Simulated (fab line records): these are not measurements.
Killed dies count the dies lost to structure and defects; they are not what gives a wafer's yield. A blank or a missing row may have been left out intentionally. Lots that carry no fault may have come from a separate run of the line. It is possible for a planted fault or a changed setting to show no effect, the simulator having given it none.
Matching of chambers + flow n5_finfet + rie_diel-04 running N5_BEOL_M7_STRIP_67: 4 sister chambers
The step strips in CF4. 16 wafers are shown with their chamber, then 8 later ones without.

== WAFERS PAIRED WITH THEIR CHAMBERS ==
| wafer  | chamber | drypump_motor_current_A (A) | showerhead_plenum_p_Torr (Torr) | throttle_valve_pct (%) |
|--------|---------|-----------------------------|---------------------------------|------------------------|
| L076.1 | 1       | 6.1                         | 1.87                            | 13.58                  |
| L076.2 | 0       | 5.1                         | 1.81                            | 13.55                  |
| L076.5 | 2       | 5.0                         | 1.76                            | 13.69                  |
| L081.2 | 1       | 6.1                         | 1.86                            | 13.61                  |
| L081.5 | 2       | 5.0                         | 1.75                            | 13.72                  |
| L081.6 | 3       | 5.3                         | 1.80                            | 13.40                  |
| L082.1 | 0       | 5.2                         | 1.80                            | 13.54                  |
| L082.2 | 2       | 5.0                         | 1.75                            | 13.72                  |
| L082.5 | 0       | 5.2                         | 1.81                            | 13.57                  |
| L085.2 | 0       | 5.1                         | 1.80                            | 13.57                  |
| L085.4 | 3       | 5.3                         | 1.80                            | 13.41                  |
| L085.5 | 1       | 6.1                         | 1.86                            | 13.63                  |
| L087.4 | 1       | 6.1                         | 1.86                            | 13.64                  |
| L087.5 | 1       | 6.1                         | 1.86                            | 13.64                  |
| L087.6 | 0       | 5.1                         | 1.80                            | 13.61                  |
| L091.2 | 1       | 6.1                         | 1.86                            | 13.64                  |

SIGNATURES (means of the wafers above)
| reading                  | chamber 0 | chamber 1 | chamber 2 | chamber 3 | scatter within a chamber |
|--------------------------|-----------|-----------|-----------|-----------|--------------------------|
| drypump_motor_current_A  | 5.140     | 6.100     | 5.000     | 5.300     | 0.0316                   |
| showerhead_plenum_p_Torr | 1.8040    | 1.8617    | 1.7533    | 1.8000    | 0.00474                  |
| throttle_valve_pct       | 13.5680   | 13.6233   | 13.7100   | 13.4050   | 0.0232                   |
Rule: a wafer lies at a distance from a chamber equal to the root of the sum of squares, over the readings, of (its reading less the chamber's mean, divided by the reading's scatter). The wafer belongs to the nearest chamber; if the next one is less than 2 further off, it can't be placed. The scatter: the root of (the sum of the squares of (reading less its chamber's mean) over the shown wafers, divided by (wafers less chambers)).

== WAFERS WHOSE CHAMBER IS MISSING ==
| wafer  | drypump_motor_current_A (A) | showerhead_plenum_p_Torr (Torr) | throttle_valve_pct (%) |
|--------|-----------------------------|---------------------------------|------------------------|
| L091.3 | 5.3                         | 1.79                            | 13.46                  |
| L091.4 | 5.0                         | 1.75                            | 13.75                  |
| L093.3 | 5.3                         | 1.79                            | 13.47                  |
| L093.5 | 5.3                         | 1.79                            | 13.48                  |
| L093.6 | 5.0                         | 1.75                            | 13.79                  |
| L096.2 | 5.0                         | 1.74                            | 13.80                  |
| L096.5 | 6.1                         | 1.85                            | 13.65                  |
| L096.6 | 5.0                         | 1.75                            | 13.80                  |

== WHICH CHAMBER EACH WENT THROUGH ==
| wafer  | from the rows above | in truth |
|--------|---------------------|----------|
| L091.3 | 3                   | 3        |
| L091.4 | 2                   | 2        |
| L093.3 | 3                   | 3        |
| L093.5 | 3                   | 3        |
| L093.6 | 2                   | 2        |
| L096.2 | 2                   | 2        |
| L096.5 | 1                   | 1        |
| L096.6 | 2                   | 2        |
Correct placement for 8 of the 8. Not placeable from these rows: 0. Number placed wrongly: 0.
